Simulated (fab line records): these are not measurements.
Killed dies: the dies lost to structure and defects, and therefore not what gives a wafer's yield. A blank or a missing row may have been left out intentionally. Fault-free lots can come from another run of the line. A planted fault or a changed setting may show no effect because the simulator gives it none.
Which tool did it?    flow nand_harc    Sampling: 12 lots, 34 wafers, 7 of 1302 route steps

== WHAT THE GAUGES READ, wafer by wafer ==
NHARC_A_CONTACT_CD_MEAS_15.
lot   measured      on         cd_nm (nm)
L558  day 22 08:01  cd_sem-03  189.2 189.5 189.4
L560  day 22 21:23  cd_sem-02  189.6 189.2 189.8
L561  day 22 23:40  cd_sem-02  190.5 190.5 190.4
L564  day 24 22:50  cd_sem-03  190.5 190.4 190.7
L565  day 25 14:38  cd_sem-01  189.3 189.6 189.4
L567  day 26 05:38  cd_sem-03  189.4 189.3 190.1
L569  day 27 02:53  cd_sem-01  190.4 190.2
L570  day 28 01:58  cd_sem-03  189.3 189.8
L578  day 30 04:02  cd_sem-02  190.4 191.1 191.1
L577  day 30 10:26  cd_sem-01  189.3 189.8 189.6
L579  day 30 23:38  cd_sem-02  190.8 190.8 191.1
L580  day 32 18:22  cd_sem-03  190.5 190.4 190.2

NHARC_A_BLC_CD_MEAS_10 targets a cd of 100 nm.
lot   measured      on         cd_nm (nm)
L558  day 22 10:57  cd_sem-02  98.0 100.2 98.9
L560  day 23 00:23  cd_sem-02  100.4 100.9 100.8
L561  day 23 02:29  cd_sem-01  100.5 100.3 98.8
L564  day 25 02:30  cd_sem-03  98.5 99.1 99.2
L565  day 25 17:26  cd_sem-03  99.8 99.9 100.3
L567  day 26 08:28  cd_sem-01  98.8 99.8 100.2
L569  day 27 05:43  cd_sem-01  93.1 98.4
L570  day 28 05:02  cd_sem-03  94.1 99.0
L578  day 30 07:43  cd_sem-02  99.2 99.3 99.9
L577  day 30 13:25  cd_sem-03  99.3 99.5 99.8
L579  day 31 02:37  cd_sem-03  99.1 100.4 100.0
L580  day 32 21:19  cd_sem-02  100.8 99.9 101.4

NHARC_A_BLC_OVL_MEAS_11.
lot   measured      on          overlay_x_nm (nm)  overlay_y_nm (nm)
L558  day 22 11:02  overlay-01  -0.2 -0.6 -0.1     -0.9 -1.7 -0.8
L560  day 23 00:29  overlay-02  -0.9 -1.0 -0.7     0.5 0.7 1.2
L561  day 23 02:34  overlay-02  -0.6 -0.9 -0.6     -0.8 -1.7 -0.9
L564  day 25 02:35  overlay-01  -0.6 -0.1 -0.2     -0.5 -0.6 -0.7
L565  day 25 17:31  overlay-01  -0.3 -0.2 -0.3     -0.1 -0.2 0.1
L567  day 26 08:34  overlay-01  0.9 1.5 1.5        0.0 -0.2 -0.7
L569  day 27 05:48  overlay-01  0.2 0.3            -0.1 0.2
L570  day 28 05:07  overlay-01  1.4 1.2            -0.1 -0.2
L578  day 30 07:47  overlay-01  -1.1 -0.5 -0.8     -0.3 -0.5 -0.9
L577  day 30 13:30  overlay-02  -1.5 -1.0 -1.0     0.1 0.4 0.9
L579  day 31 02:42  overlay-01  -0.5 0.1 0.1       -1.5 -1.5 -1.5
L580  day 32 21:23  overlay-02  -0.1 -0.4 -0.4     0.2 0.4 0.4

NHARC_A_BLC_CD_MEAS_19.
lot   measured      on         cd_nm (nm)
L558  day 22 12:07  cd_sem-01  100.3 100.4 96.9
L560  day 23 01:32  cd_sem-03  102.4 100.3 103.3
L561  day 23 03:49  cd_sem-02  98.6 101.6 101.0
L564  day 25 03:40  cd_sem-02  98.9 103.9 100.2
L565  day 25 18:35  cd_sem-01  101.5 105.6 100.4
L567  day 26 09:49  cd_sem-01  103.9 103.0 103.6
L569  day 27 06:52  cd_sem-01  93.1 99.4
L570  day 28 06:10  cd_sem-01  97.1 101.2
L578  day 30 09:03  cd_sem-03  101.1 96.6 98.9
L577  day 30 14:45  cd_sem-01  101.7 100.0 100.5
L579  day 31 03:46  cd_sem-01  97.2 96.6 100.6
L580  day 32 22:28  cd_sem-03  101.8 99.4 100.6

NHARC_END_SORT_01.
lot   measured      on         killed_at_array  killed_at_other  killed_at_periphery  killed_dies  killed_open  killed_short
L569  day 29 02:22  prober-01  48               1                3                    52           6            1
L570  day 30 03:11  prober-01  44 51            2 1              1 4                  47 56        2 3          1 1

== WHAT TOOL EACH LOT RAN ON (gives the tool, then ch and the chambers of the sampled wafers, and finally the start) ==
lot   NHARC_A_CONTACT_ETCH_110            NHARC_A_BLC_PEB_08
L558  rie_diel-07 ch 0,1,3, day 22 08:19  litho_track-01 ch 0, day 22 10:52
L560  rie_diel-07 ch 0,3, day 22 21:41    litho_track-04 ch 0, day 23 00:19
L561  rie_diel-07 ch 1,2,3, day 22 23:58  litho_track-01 ch 0, day 23 02:24
L564  rie_diel-07 ch 0,1,3, day 24 23:07  litho_track-01 ch 0, day 25 02:25
L565  rie_diel-07 ch 0,2,3, day 25 14:55  litho_track-06 ch 0, day 25 17:21
L567  rie_diel-04 ch 0,3, day 26 05:56    litho_track-01 ch 0, day 26 08:23
L569  rie_diel-04 ch 0,3, day 27 03:11    litho_track-01 ch 0, day 27 05:38
L570  rie_diel-11 ch 2,3, day 28 02:20    litho_track-01 ch 0, day 28 04:57
L578  rie_diel-11 ch 0,1,3, day 30 04:24  litho_track-06 ch 0, day 30 07:38
L577  rie_diel-07 ch 1,2,3, day 30 10:44  litho_track-01 ch 0, day 30 13:20
L579  rie_diel-04 ch 0,1, day 30 23:56    litho_track-01 ch 0, day 31 02:32
L580  rie_diel-07 ch 0,1,2, day 32 18:39  litho_track-06 ch 0, day 32 21:14
- NHARC_A_CONTACT_ETCH_110: etches the open film in CF4/O2, target depth 60 nm, overetch 6 nm, time 33 s.
- NHARC_A_BLC_PEB_08: peb time 65 s.

== AS READ BY THE TOOLS THEMSELVES (means over the sampled wafers that have a number; for cases with no such wafer, the mark the record gives instead) ==
NHARC_A_CONTACT_ETCH_110.
lot   tool         drypump_motor_current_A (A)  oes_f_703_au (a.u.)  oes_product_au (a.u.)  rf_vpp_V (V)  showerhead_plenum_p_Torr (Torr)  throttle_valve_pct (%)
L558  rie_diel-07  6.1                          0.999                1.006                  199.2         1.38                             13.398
L560  rie_diel-07  6.2                          1.000                1.006                  198.7         1.38                             13.382
L561  rie_diel-07  6.1                          1.001                1.008                  198.8         1.40                             13.393
L564  rie_diel-07  6.1                          1.001                1.009                  199.2         1.38                             13.396
L565  rie_diel-07  6.2                          1.001                1.003                  199.6         1.39                             13.408
L567  rie_diel-04  5.5                          0.998                1.014                  197.0         1.27                             13.400
L569  rie_diel-04  5.7                          0.998                1.006                  197.7         1.28                             13.395
L570  rie_diel-11  5.7                          1.000                0.996                  200.2         1.44                             13.396
L578  rie_diel-11  6.0                          1.001                0.987                  198.5         1.36                             13.408
L577  rie_diel-07  6.1                          1.001                1.000                  199.1         1.39                             13.401
L579  rie_diel-04  5.3                          1.001                0.996                  197.1         1.30                             13.392
L580  rie_diel-07  6.0                          1.000                0.996                  199.1         1.40                             13.400

NHARC_A_BLC_PEB_08.
lot   tool            heater_power_total_W (W)
L558  litho_track-01  157.1
L560  litho_track-04  156.8
L561  litho_track-01  156.9
L564  litho_track-01  156.7
L565  litho_track-06  156.8
L567  litho_track-01  156.8
L569  litho_track-01  163.1
L570  litho_track-01  162.9
L578  litho_track-06  156.7
L577  litho_track-01  156.7
L579  litho_track-01  156.6
L580  litho_track-06  156.4

== THE ANSWER, worked out from the rows above alone ==
Rule: what is usual is taken from the lots themselves. The widest of any qualifying gaps counts: lots, ordered by their means at a reading, are off when they make up no more than a third of the lots, leave a main group of 4 or more, and stand apart from it by 3 or more times the standard deviation of that group's means. Not used: any main group whose means are identical at the precision the tables above print for the reading. Also off: a lot with no number at a reading for which 4 or more lots have one. Any other lot the step has rows for is counted as sound. After the gauges, taken in route order, come the tools' own readings; for these a lot's mean is taken, as printed above. The first step at which some lot is off is used, and at that step the reading that is off furthest; a lot without a number counts as furthest.
Off: L569, L570 (NHARC_A_BLC_CD_MEAS_10, cd_nm). The main group has a mean of 99.8 nm with a standard deviation of 0.57.
A tool fits if, at a process step before that reading, it ran every lot that is off, and no sound lot after the first of them. The gauges at NHARC_A_BLC_CD_MEAS_10 aren't tried: what is off there is off at NHARC_A_CONTACT_ETCH_110 too, on other tools, and a gauge's error can't cause that. No candidate that was tried fits.

== WHAT THE SIMULATOR HAD INSERTED ==
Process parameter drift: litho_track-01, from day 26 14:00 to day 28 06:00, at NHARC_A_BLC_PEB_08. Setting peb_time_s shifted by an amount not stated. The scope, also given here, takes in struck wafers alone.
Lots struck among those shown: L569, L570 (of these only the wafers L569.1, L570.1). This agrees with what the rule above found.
